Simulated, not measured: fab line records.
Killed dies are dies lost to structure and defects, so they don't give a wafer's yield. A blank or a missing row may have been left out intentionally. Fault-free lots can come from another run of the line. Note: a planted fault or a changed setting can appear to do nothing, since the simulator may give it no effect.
fab line records	flow n5_finfet
record: lots: 6	wafers: 18	last_day: 17
route steps=1938 shown TV_LITHO@1878 TV_OPEN@1887 PASSIVATION@1936
lots that met no fault: from a run of the same line without faults
start_h: hours from the record's first day to the start of the lot's first wafer shown	wait_h: time in hours since the lot's previous step	" repeats the value in the row above	L1.1+2: a row that stands for several wafers	- no value present, or no start provided	* or withheld: withheld	< > ~ a bound
route shown NAME@n: names a module that has steps shown in the file, with the first one's number in the route	usual: the fault-free wafers' mean and standard deviation	same: alike in all rows	chamber/n: place in a boat	sites: readings site by site	_std_site: how widely they spread, as a standard deviation	_edge_site: inner sites' mean taken away from outer sites' mean	radius_mm: how far each site lies from the wafer's centre	mask NAME#n: copy n	behind: the most recent tool/chamber to have shaped the wafer	hold: the reason the lot was held/the length of the hold in hours/how it ended	device: which transistor (n, p or np) failed to switch	end of line: the tests these same wafers got at the end of their route	where a step has no rows: the recipe by itself	killed: dies that structure and defects cost at the first sort, which is not the same as the wafer's yield	map: per-die view of a wafer (x killed, . not killed, _ where there is no die)
set.NAME: the setting that was run; set.NAME@STEP: the one run at that earlier step	model.NAME: the simulator's own value behind a step, which no gauge read
certain route steps with their lots: each step a table, each wafer a row
services: a tool's chamber out of use, with start hour (start_h, from the record's first day; less than 0 if before it), hours out, and reason
== steps ==
step: N5_PASSIVATION_SOFTBAKE_05
recipe: temp_c: 100	time_s: 90
step: N5_PASSIVATION_EXPOSE_07
recipe: mask_id: TV	na: 0.55	source_shape: conventional	sigma_outer: 0.8	polarization: unpolarized	defocus_nm: 0	target_cd_nm: 3000	dose_mj: 22.75
step: N5_PASSIVATION_PEB_08
recipe: peb_temp_c: withheld	peb_time_s: *
step: N5_PASSIVATION_DEVELOP_09
recipe: develop_time_s: 60	rinse_liquid: diw	dry: air_spin	dev_temp_c: 21
step: N5_PASSIVATION_HARDBAKE_11
recipe: temp_c: 130	time_s: 120
step: N5_PASSIVATION_CD_MEAS_10
recipe: target_cd_nm: 3000	landing_energy_ev: 500	detector: se_inlens
usual: cd_nm: 3001.7/2.5
lot.wafer	tool	chamber	start_h	wait_h	cd_nm
L749.1	cd_sem-01	0	261.36	-	2998.7
L749.3	"	0	"	"	2999.0
L749.5	"	0	"	"	2999.0
L753.2	cd_sem-01	0	287.29	-	3000.5
L753.3	"	0	"	"	3006.4
L753.6	"	0	"	"	2999.2
L762.2	cd_sem-01	0	348.67	-	3001.1
L762.4	"	0	"	"	3001.2
L762.5	"	0	"	"	3000.9
L764.1	cd_sem-02	0	360.60	-	3001.7
L764.3	"	0	"	"	2998.5
L764.4	"	0	"	"	3001.4
L766.1	cd_sem-01	0	376.58	-	2998.4
L766.4	"	0	"	"	3000.2
L766.6	"	0	"	"	2997.2
L770.1	cd_sem-02	0	394.54	-	2999.5
L770.2	"	0	"	"	3002.0
L770.4	"	0	"	"	3001.0
step: N5_PASSIVATION_OVL_MEAS_60
recipe: points_per_wafer: 44
usual: TV_OVL: 3/5.4
lot.wafer	tool	chamber	start_h	wait_h	TV_OVL[nm]
L749.1	overlay-02	0	261.39	0.0	0
L749.3	"	0	"	"	4
L749.5	"	0	"	"	1
L753.2	overlay-02	0	287.32	0.0	5
L753.3	"	0	"	"	12
L753.6	"	0	"	"	0
L762.2	overlay-02	0	348.70	0.0	8
L762.4	"	0	"	"	16
L762.5	"	0	"	"	3
L764.1	overlay-02	0	360.63	0.0	8
L764.3	"	0	"	"	8
L764.4	"	0	"	"	9
L766.1	overlay-02	0	376.61	0.0	0
L766.4	"	0	"	"	-4
L766.6	"	0	"	"	-1
L770.1	overlay-02	0	394.57	0.0	0
L770.2	"	0	"	"	5
L770.4	"	0	"	"	9
step: N5_PASSIVATION_INSPECT_61
recipe: mode: adi	inspect_instrument: macro
usual: raw_defect_count: 2.0/1.3
lot.wafer	tool	chamber	start_h	wait_h	raw_defect_count
L749.1	defect_inspect-01	-	261.41	0.0	1
L749.3	"	-	"	"	1
L749.5	"	-	"	"	2
L753.2	defect_inspect-01	-	287.34	0.0	2
L753.3	"	-	"	"	2
L753.6	"	-	"	"	1
L762.2	defect_inspect-01	-	348.73	0.0	3
L762.4	"	-	"	"	1
L762.5	"	-	"	"	3
L764.1	defect_inspect-02	-	360.65	0.0	3
L764.3	"	-	"	"	3
L764.4	"	-	"	"	0
L766.1	defect_inspect-02	-	376.63	0.0	2
L766.4	"	-	"	"	0
L766.6	"	-	"	"	1
L770.1	defect_inspect-02	-	394.60	0.0	0
L770.2	"	-	"	"	2
L770.4	"	-	"	"	2
step: N5_PASSIVATION_DESCUM_12
recipe: chemistry: O2	time_s: 7.9	source_power_w: 50	bias_power_w: 20	pressure_mtorr: 20	rf_frequency_hz: 2.712e+07	temp_c: 40	o2_flow_sccm: 225
usual: drypump_motor_current_A: 5.90/0.27	oes_product_au: 0.79/0.094	rf_vpp_V: 243.1/1.2	showerhead_plenum_p_Torr: 2.09/0.057	throttle_valve_pct: 20.38/0.25
lot.wafer	tool	chamber	start_h	wait_h	drypump_motor_current_A	oes_product_au	rf_hours_counter_h	rf_vpp_V	showerhead_plenum_p_Torr	throttle_valve_pct
L749.1	rie_diel-06	0	261.48	0.1	5.79	0.70	198	245.1	2.19	20.70
L749.3	"	3	"	"	5.78	0.69	239	242.7	2.08	20.85
L749.5	"	2	"	"	6.04	0.69	-	243.4	2.08	20.62
L753.2	rie_diel-02	2	287.96	0.6	5.95	0.71	201	243.6	2.09	20.31
L753.3	"	0	"	"	5.51	0.87	52	243.6	2.03	20.23
L753.6	"	2	"	"	5.97	0.71	-	243.5	2.09	20.31
L762.2	rie_diel-06	1	348.84	0.1	6.51	0.80	107	242.1	2.10	20.19
L762.4	"	3	"	"	5.80	0.97	-	244.0	2.07	20.53
L762.5	"	0	"	"	5.79	0.66	-	245.1	2.18	20.74
L764.1	rie_diel-06	3	360.69	0.0	5.76	0.96	11	242.5	2.07	20.55
L764.3	"	1	"	"	6.48	0.79	111	243.3	2.10	20.17
L764.4	"	0	"	"	5.76	0.67	-	243.4	2.18	20.76
L766.1	rie_diel-03	0	376.67	0.0	5.77	0.71	223	242.4	1.99	20.65
L766.4	"	3	"	"	5.83	0.88	28	243.1	2.15	20.03
L766.6	"	1	"	"	5.49	0.96	-	243.4	2.04	20.28
L770.1	rie_diel-02	0	394.65	0.1	5.52	0.83	81	241.7	2.02	20.28
L770.2	"	1	"	"	6.00	0.76	132	245.1	2.16	20.11
L770.4	"	2	"	"	5.96	0.70	234	242.7	2.08	20.38
step: N5_PASSIVATION_PASS_ETCH_74
recipe: chemistry: CF4/O2	target: SiNx	target_depth_a: 2200	time_s: 110	ion_energy_ev: 100	pressure_mtorr: 40	source_w: 535	bias_w: 49	Ar_flow_sccm: 100	cf4_flow_sccm: 100	O2_flow_sccm: 10
usual: O2_flow_sccm: 10.000/0.027	bias_w: 49.01/0.14	drypump_motor_current_A: 5.90/0.27	mfc_ar_sccm: 100.01/0.27	oes_ar_750_au: 0.79/0.081	oes_product_au: 0.79/0.09	rf_vpp_V: 239/9.1	showerhead_plenum_p_Torr: 2.20/0.055	throttle_valve_pct: 15.95/0.23
lot.wafer	tool	chamber	start_h	wait_h	O2_flow_sccm	bias_w	drypump_motor_current_A	mfc_ar_sccm	oes_ar_750_au	oes_product_au	rf_hours_counter_h	rf_vpp_V	showerhead_plenum_p_Torr	throttle_valve_pct
L749.1	rie_diel-06	0	261.55	0.0	9.988	48.91	5.78	100.31	0.72	0.72	198	241	2.27	16.10
L749.3	"	3	"	"	9.976	49.10	5.78	100.12	0.68	0.67	239	235	2.19	16.42
L749.5	"	2	"	"	9.944	49.09	6.01	100.31	0.71	0.71	-	237	2.15	16.02
L753.2	rie_diel-02	2	288.03	0.0	10.005	49.06	5.93	100.33	0.76	0.72	201	230	2.18	15.84
L753.3	"	0	"	"	10.006	48.99	5.50	100.11	0.82	0.83	52	248	2.17	15.88
L753.6	"	2	"	"	10.036	48.91	5.95	100.11	0.75	0.72	-	230	2.18	15.83
L762.2	rie_diel-06	1	348.91	0.0	10.016	48.96	6.47	99.84	0.78	0.78	107	251	2.24	15.83
L762.4	"	3	"	"	10.014	49.07	5.79	100.32	0.92	0.95	-	237	2.19	16.00
L762.5	"	0	"	"	10.022	49.00	5.81	99.54	0.70	0.69	-	240	2.26	16.12
L764.1	rie_diel-06	3	360.75	0.0	9.976	48.98	5.78	99.75	0.92	0.93	12	237	2.19	16.00
L764.3	"	1	"	"	9.998	49.03	6.48	99.68	0.77	0.76	111	253	2.24	15.83
L764.4	"	0	"	"	9.979	48.94	5.81	99.85	0.70	0.69	-	241	2.26	16.15
L766.1	rie_diel-03	0	376.73	0.0	10.013	48.96	5.75	100.37	0.71	0.72	223	241	2.11	16.22
L766.4	"	3	"	"	9.999	49.05	5.84	99.98	0.85	0.88	28	233	2.24	15.51
L766.6	"	1	"	"	10.082	49.00	5.47	99.46	0.93	0.95	-	250	2.16	15.90
L770.1	rie_diel-02	0	394.72	0.0	10.059	48.92	5.43	100.46	0.78	0.81	81	248	2.16	15.92
L770.2	"	1	"	"	9.997	48.96	5.97	99.80	0.76	0.77	132	247	2.30	15.88
L770.4	"	2	"	"	10.044	49.01	5.96	99.74	0.73	0.70	234	230	2.17	15.91
step: N5_PASSIVATION_VIA_ETCH_13
recipe: chemistry: CHF3/O2	target: SiO2	target_depth_a: 6600	CHF3_flow_sccm: 50	O2_flow_sccm: 5	Ar_flow_sccm: 200	time_s: 330	mask_material: PR	pressure_mtorr: 30	source_w: 650	bias_w: 170	ion_energy_ev: 200	ends: cleared
usual: O2_flow_sccm: 4.999/0.015	bias_w: 170.0/0.47	drypump_motor_current_A: 5.91/0.27	etch_rf_on_time_s: 236/6.4	mfc_ar_sccm: 199.9/0.63	oes_ar_750_au: 0.79/0.082	oes_product_au: 0.71/0.081	rf_vpp_V: 520/19	showerhead_plenum_p_Torr: 2.40/0.062	throttle_valve_pct: 18.82/0.24
lot.wafer	tool	chamber	start_h	wait_h	O2_flow_sccm	bias_w	drypump_motor_current_A	etch_rf_on_time_s	mfc_ar_sccm	oes_ar_750_au	oes_product_au	rf_hours_counter_h	rf_vpp_V	showerhead_plenum_p_Torr	throttle_valve_pct
L749.1	rie_diel-06	0	261.64	0.0	5.011	170.0	5.80	229	199.5	0.71	0.64	198	526	2.48	18.92
L749.3	"	3	"	"	4.981	169.8	5.78	246	200.1	0.69	0.62	239	511	2.39	19.28
L749.5	"	2	"	"	5.012	170.3	6.07	227	198.5	0.71	0.64	-	517	2.35	18.83
L753.2	rie_diel-02	2	288.12	0.0	4.986	169.9	5.96	240	200.0	0.74	0.64	201	501	2.41	18.79
L753.3	"	0	"	"	5.012	169.9	5.52	237	200.3	0.83	0.76	52	538	2.34	18.67
L753.6	"	2	"	"	4.985	169.5	5.96	238	200.3	0.74	0.65	-	502	2.41	18.78
L762.2	rie_diel-06	1	349.00	0.0	5.001	169.0	6.50	241	199.8	0.79	0.72	107	545	2.45	18.71
L762.4	"	3	"	"	5.011	169.5	5.77	232	199.5	0.94	0.87	-	513	2.38	18.91
L762.5	"	0	"	"	4.992	170.4	5.78	240	200.0	0.70	0.62	-	524	2.47	18.97
L764.1	rie_diel-06	3	360.84	0.0	4.981	170.6	5.77	239	199.1	0.92	0.85	12	513	2.38	18.93
L764.3	"	1	"	"	5.016	169.9	6.48	234	200.3	0.79	0.71	111	544	2.44	18.72
L764.4	"	0	"	"	5.023	170.1	5.79	237	200.2	0.69	0.62	-	525	2.46	18.98
L766.1	rie_diel-03	0	376.82	0.0	5.001	170.1	5.74	228	200.3	0.72	0.65	223	526	2.30	19.09
L766.4	"	3	"	"	4.987	169.6	5.85	242	200.8	0.86	0.78	28	508	2.44	18.34
L766.6	"	1	"	"	4.979	170.7	5.47	230	199.6	0.91	0.86	-	543	2.38	18.96
L770.1	rie_diel-02	0	394.81	0.0	4.982	170.0	5.48	239	199.5	0.79	0.73	81	539	2.33	18.74
L770.2	"	1	"	"	5.010	170.5	5.98	227	199.9	0.77	0.69	132	541	2.51	18.76
L770.4	"	2	"	"	5.002	169.3	5.96	239	199.7	0.72	0.63	234	502	2.39	18.84
step: N5_PASSIVATION_STRIP_14
recipe: chemistry: O2	power_w: 600	temp_c: 60	pressure_mtorr: 30	rf_frequency_hz: 6e+07	bias_power_w: 0	overash_fraction: 0.5	o2_flow_sccm: 225
usual: drypump_motor_current_A: 5.90/0.28	oes_product_au: 0.79/0.094	rf_vpp_V: 3.8/0.92	showerhead_plenum_p_Torr: 2.09/0.057	throttle_valve_pct: 16.62/0.25
lot.wafer	tool	chamber	start_h	wait_h	drypump_motor_current_A	oes_product_au	rf_hours_counter_h	rf_vpp_V	showerhead_plenum_p_Torr	throttle_valve_pct
L749.1	rie_diel-06	0	261.84	0.1	5.76	0.70	198	4.7	2.20	16.93
L749.3	"	3	"	"	5.78	0.70	239	5.8	2.08	17.11
L749.5	"	2	"	"	6.06	0.69	-	2.8	2.08	16.87
L753.2	rie_diel-02	2	288.32	0.1	5.99	0.70	201	2.1	2.10	16.63
L753.3	"	0	"	"	5.50	0.85	52	2.5	2.03	16.38
L753.6	"	2	"	"	6.00	0.71	-	3.5	2.10	16.63
L762.2	rie_diel-06	1	349.19	0.1	6.47	0.80	107	3.8	2.11	16.39
L762.4	"	3	"	"	5.81	0.98	-	3.5	2.08	16.68
L762.5	"	0	"	"	5.83	0.67	-	4.7	2.18	17.01
L764.1	rie_diel-06	3	361.04	0.1	5.77	0.96	12	3.8	2.07	16.72
L764.3	"	1	"	"	6.49	0.79	111	3.9	2.11	16.38
L764.4	"	0	"	"	5.77	0.67	-	5.3	2.18	16.99
L766.1	rie_diel-03	0	377.02	0.1	5.73	0.71	223	4.9	1.99	16.86
L766.4	"	3	"	"	5.84	0.89	28	4.9	2.15	16.28
L766.6	"	1	"	"	5.44	0.96	-	3.2	2.04	16.56
L770.1	rie_diel-02	0	395.00	0.1	5.51	0.82	81	4.3	2.02	16.47
L770.2	"	1	"	"	5.97	0.75	132	3.6	2.16	16.40
L770.4	"	2	"	"	5.95	0.70	234	6.3	2.09	16.68
step: N5_PASSIVATION_ETCH_15
recipe: chemistry: CF4/N2	target: SiCN	target_depth_a: 750	taper_deg: 2	time_s: 81.2	ion_energy_ev: 150	mask_material: SiNx	pressure_mtorr: 40	source_w: 430	bias_w: 70	Ar_flow_sccm: 100	cf4_flow_sccm: 60	n2_flow_sccm: 60
usual: bias_w: 69.99/0.22	drypump_motor_current_A: 5.90/0.27	mfc_ar_sccm: 100.0/0.31	oes_product_au: 0.79/0.089	rf_vpp_V: 382.0/1.6	showerhead_plenum_p_Torr: 2.20/0.058	throttle_valve_pct: 15.39/0.24
lot.wafer	tool	chamber	start_h	wait_h	bias_w	drypump_motor_current_A	mfc_ar_sccm	oes_product_au	rf_hours_counter_h	rf_vpp_V	showerhead_plenum_p_Torr	throttle_valve_pct
L749.1	rie_diel-06	0	261.88	-	70.01	5.77	99.6	0.72	198	382.8	2.28	15.58
L749.3	"	3	"	"	70.00	5.80	99.8	0.67	239	381.2	2.19	15.89
L749.5	"	2	"	"	70.26	6.04	100.0	0.71	-	382.1	2.15	15.46
L753.2	rie_diel-02	2	288.36	-	70.00	5.93	100.2	0.73	201	381.3	2.19	15.33
L753.3	"	0	"	"	69.58	5.51	99.9	0.84	52	380.7	2.16	15.26
L753.6	"	2	"	"	69.78	5.97	100.5	0.72	-	381.2	2.19	15.33
L762.2	rie_diel-06	1	349.23	-	79.61	6.49	100.5	0.80	107	413.9	2.23	15.22
L762.4	"	3	"	"	79.45	5.79	99.7	0.99	-	413.5	2.19	15.43
L762.5	"	0	"	"	79.94	5.78	100.1	0.72	-	414.5	2.27	15.63
L764.1	rie_diel-06	3	361.08	-	79.23	5.77	99.4	0.96	12	412.9	2.19	15.44
L764.3	"	1	"	"	79.85	6.48	99.9	0.80	111	414.0	2.23	15.23
L764.4	"	0	"	"	79.60	5.79	99.6	0.70	-	417.0	2.27	15.62
L766.1	rie_diel-03	0	377.06	-	69.68	5.73	100.3	0.73	223	379.5	2.10	15.63
L766.4	"	3	"	"	70.10	5.83	100.3	0.88	28	383.0	2.24	14.96
L766.6	"	1	"	"	70.24	5.49	99.8	0.94	-	381.2	2.17	15.37
L770.1	rie_diel-02	0	395.04	-	69.79	5.50	100.3	0.79	81	382.0	2.15	15.31
L770.2	"	1	"	"	69.81	5.97	99.9	0.77	132	385.2	2.30	15.33
L770.4	"	2	"	"	70.12	5.96	100.0	0.70	234	381.6	2.18	15.38
step: N5_PASSIVATION_STRIP_73
recipe: chemistry: post_etch_residue_remover	time_s: 60	temp_c: 25	remover_ph: withheld	remover_water_wt_pct: withheld	remover_fluoride_wt_pct: withheld
step: N5_PASSIVATION_PROBE_49
usual: defect_limited_yield: 91.1/1.5	killed_at_M0_to_M3: 35/11	killed_at_M4_up: 13/5.7	killed_at_contacts: 12/5.7	killed_at_front_end: 40/11	killed_at_other: 4/4.4	killed_dies: 105/18	killed_open: 68/14	killed_short: 34/7.4	sort_bin_5_function: 5.2/1	sort_bin_6_memory: 3.3/0.67	sort_bin_8_speed: 0.04/0.29	sort_n_pass: 1074/18	sort_yield_pct: 91.0/1.5
same: gross_dies: 1180	killed_at_back_side: 0	sort_bin_4_leakage[%]: 0
lot.wafer	tool	chamber	start_h	wait_h	defect_limited_yield[%]	killed_at_M0_to_M3	killed_at_M4_up	killed_at_contacts	killed_at_front_end	killed_at_other	killed_dies	killed_open	killed_short	sort_bin_5_function[%]	sort_bin_6_memory[%]	sort_bin_8_speed[%]	sort_n_pass	sort_yield_pct[%]
L749.1	prober-01	-	268.44	0.0	89.2	38	19	11	43	16	127	88	37	5.9	4.1	0	1053	89.2
L749.3	prober-01	-	268.54	0.1	90.6	25	19	7	50	10	111	79	31	5.6	3.5	0	1069	90.6
L749.5	prober-01	-	268.64	0.2	89.4	32	17	7	52	17	125	76	48	6.0	4.2	0	1055	89.4
L753.2	prober-02	-	296.10	0.1	88.9	36	21	9	63	2	131	87	44	6.2	4.4	0	1049	88.9
L753.3	prober-02	-	296.15	0.1	89.5	46	17	4	47	10	124	78	38	6.9	3.4	0	1056	89.5
L753.6	prober-02	-	296.30	0.3	88.5	57	13	11	54	1	136	85	50	6.4	4.7	0	1044	88.5
L762.2	prober-02	-	356.22	0.1	89.2	66	24	13	22	3	128	84	43	6.7	3.5	0	1052	89.2
L762.4	prober-02	-	356.32	0.2	91.2	43	12	14	33	2	104	68	33	4.9	3.4	0	1076	91.2
L762.5	prober-02	-	356.37	0.2	92.6	32	11	12	27	5	87	58	29	4.5	2.6	0	1093	92.6
L770.1	prober-01	-	401.50	0.0	92.3	21	10	14	42	4	91	60	29	3.4	4.0	0	1089	92.3
L770.2	prober-01	-	401.55	0.1	92.9	39	12	7	22	4	84	52	30	4.3	2.5	0	1096	92.9
L770.4	prober-01	-	401.65	0.2	93.2	36	16	7	20	1	80	46	32	3.7	2.8	0	1100	93.2
killed by level:class
L749.1 STI_FIN_REVEAL:geometric_particle:open=12 BEOL_M0_SAQP:geometric_particle:open=10 FIN_SAQP:geometric_particle:open=9 MOL_CONTACT_COAG:geometric_particle:open=9 BEOL_M1:geometric_particle:open=9 FIN_SAQP:geometric_particle:short=8 BEOL_M4:geometric_particle:open=7 BEOL_M0_SAQP:geometric_particle:short=6
L749.3 FIN_SAQP:geometric_particle:open=19 BEOL_M4:geometric_particle:open=13 FIN_SAQP:geometric_particle:short=10 STI_FIN_REVEAL:geometric_particle:open=8 MOL_CONTACT_COAG:geometric_particle:open=7 BEOL_M0_SAQP:geometric_particle:open=6 BEOL_M0:geometric_particle:open=6 BEOL_M0_SAQP:geometric_particle:short=4
L749.5 STI_FIN_REVEAL:geometric_particle:open=17 FIN_SAQP:geometric_particle:short=15 FIN_SAQP:geometric_particle:open=9 BEOL_M0_SAQP:geometric_particle:short=9 BEOL_M1:geometric_particle:open=8 BEOL_M4:geometric_particle:open=8 BEOL_M0_SAQP:geometric_particle:open=6 MOL_CONTACT_COAG:geometric_particle:open=5
L753.2 STI_FIN_REVEAL:geometric_particle:open=19 FIN_SAQP:geometric_particle:short=14 BEOL_M0_SAQP:geometric_particle:open=11 BEOL_M3:geometric_particle:open=10 FIN_SAQP:geometric_particle:open=9 BEOL_M0_SAQP:geometric_particle:short=8 MOL_CONTACT_COAG:geometric_particle:open=7 GATE_CUT:geometric_particle:short=6
L753.3 BEOL_M0_SAQP:geometric_particle:open=19 STI_FIN_REVEAL:geometric_particle:open=17 BEOL_M0_SAQP:geometric_particle:short=12 BEOL_M3:geometric_particle:open=8 MIM_TOP_ETCH:area_etch=7 FIN_SAQP:geometric_particle:open=6 BEOL_M4:geometric_particle:open=6 GATE_CUT:geometric_particle:short=5
L753.6 BEOL_M0_SAQP:geometric_particle:open=20 STI_FIN_REVEAL:geometric_particle:open=14 GATE_CUT:geometric_particle:short=12 BEOL_M0_SAQP:geometric_particle:short=12 FIN_SAQP:geometric_particle:open=9 BEOL_M3:geometric_particle:open=9 MOL_CONTACT_COAG:geometric_particle:open=8 FIN_SAQP:geometric_particle:short=6
L762.2 BEOL_M0_SAQP:geometric_particle:short=13 BEOL_M0_SAQP:geometric_particle:open=11 BEOL_M1:geometric_particle:open=11 MOL_CONTACT_COAG:geometric_particle:open=10 BEOL_M3:geometric_particle:open=9 BEOL_M4:geometric_particle:open=8 STI_FIN_REVEAL:geometric_particle:open=7 BEOL_M3:geometric_particle:short=7
L762.4 BEOL_M0_SAQP:geometric_particle:short=12 FIN_SAQP:geometric_particle:open=11 MOL_CONTACT_COAG:geometric_particle:open=9 BEOL_M0_SAQP:geometric_particle:open=9 BEOL_M3:geometric_particle:open=7 BEOL_M1:geometric_particle:open=6 STI_FIN_REVEAL:geometric_particle:open=5 MOL_CONTACT_COAG:geometric_particle:short=4
L762.5 BEOL_M0_SAQP:geometric_particle:short=11 FIN_SAQP:geometric_particle:open=7 GATE_CUT:geometric_particle:open=6 MOL_CONTACT_COAG:geometric_particle:open=6 MOL_CONTACT_COAG:geometric_particle:short=6 BEOL_M0_SAQP:geometric_particle:open=5 BEOL_M2:geometric_particle:open=5 GATE_CUT:geometric_particle:short=4
L770.1 DUMMY_GATE:geometric_particle:open=11 MOL_CONTACT_COAG:geometric_particle:open=11 FIN_SAQP:geometric_particle:short=5 GATE_CUT:geometric_particle:short=5 STI_FIN_REVEAL:geometric_particle:open=4 DUMMY_GATE:geometric_particle:short=4 GATE_CUT:geometric_particle:open=4 BEOL_M0_SAQP:geometric_particle:open=4
L770.2 STI_FIN_REVEAL:geometric_particle:open=9 BEOL_M0_SAQP:geometric_particle:short=6 BEOL_M1:geometric_particle:open=6 BEOL_M2:geometric_particle:open=6 BEOL_M3:geometric_particle:open=6 MOL_CONTACT_COAG:geometric_particle:open=4 BEOL_M0:geometric_particle:short=4 BEOL_M0:geometric_particle:open=3
L770.4 BEOL_M2:geometric_particle:open=14 GATE_CUT:geometric_particle:short=6 MOL_CONTACT_COAG:geometric_particle:open=6 BEOL_M0:geometric_particle:short=6 BEOL_M4:geometric_particle:short=5 STI_FIN_REVEAL:geometric_particle:open=4 BEOL_M0_SAQP:geometric_particle:short=3 BEOL_M0_SAQP:geometric_particle:open=3
== services ==
tool	chamber	start_h	hours	kind
rie_diel-03	0	237.94	16.9	repair
rie_diel-03	3	265.27	-	clean
rie_diel-03	3	265.27	-	consumable_replace:esc
rie_diel-03	3	265.27	-	consumable_replace:focus_ring
rie_diel-03	3	265.27	20.3	scheduled_down
rie_diel-03	3	265.27	20.3	vent_cycle
rie_diel-06	3	300.38	-	clean
rie_diel-06	3	300.38	-	consumable_replace:focus_ring
rie_diel-06	3	300.38	24.3	scheduled_down
rie_diel-06	3	300.38	24.3	vent_cycle
rie_diel-03	1	324.62	-	clean
rie_diel-03	1	324.62	-	consumable_replace:focus_ring
rie_diel-03	1	324.62	24.0	scheduled_down
rie_diel-03	1	324.62	24.0	vent_cycle
rie_diel-02	2	343.65	3.2	repair
rie_diel-06	2	347.95	-	clean
rie_diel-06	2	347.95	-	consumable_replace:focus_ring
rie_diel-06	2	347.95	19.7	scheduled_down
rie_diel-06	2	347.95	19.7	vent_cycle
rie_diel-03	1	367.60	2.7	repair
rie_diel-02	0	372.38	12.3	repair
== key ==
first_sign: step: N5_PASSIVATION_ETCH_15	reading: bias_w	direction: up	sigmas: 44	usual: *	struck: *
effect: step: N5_PASSIVATION_ETCH_15	reading: rf_vpp_V	direction: up	sigmas: 20	usual: 382.0	struck: 414.3
met_at N5_PASSIVATION_ETCH_15
struck_wafers L762.2,L762.4,L762.5,L764.1,L764.3,L764.4
onset_between 261.88 349.23
fault: kind: process_parameter_drift	tool: rie_diel-06	chamber: -	onset_h: 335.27	steps: N5_PASSIVATION_ETCH_15	channel: bias_w	offset: *	shape: step	end_h: 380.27	acts_in: *	stated: *
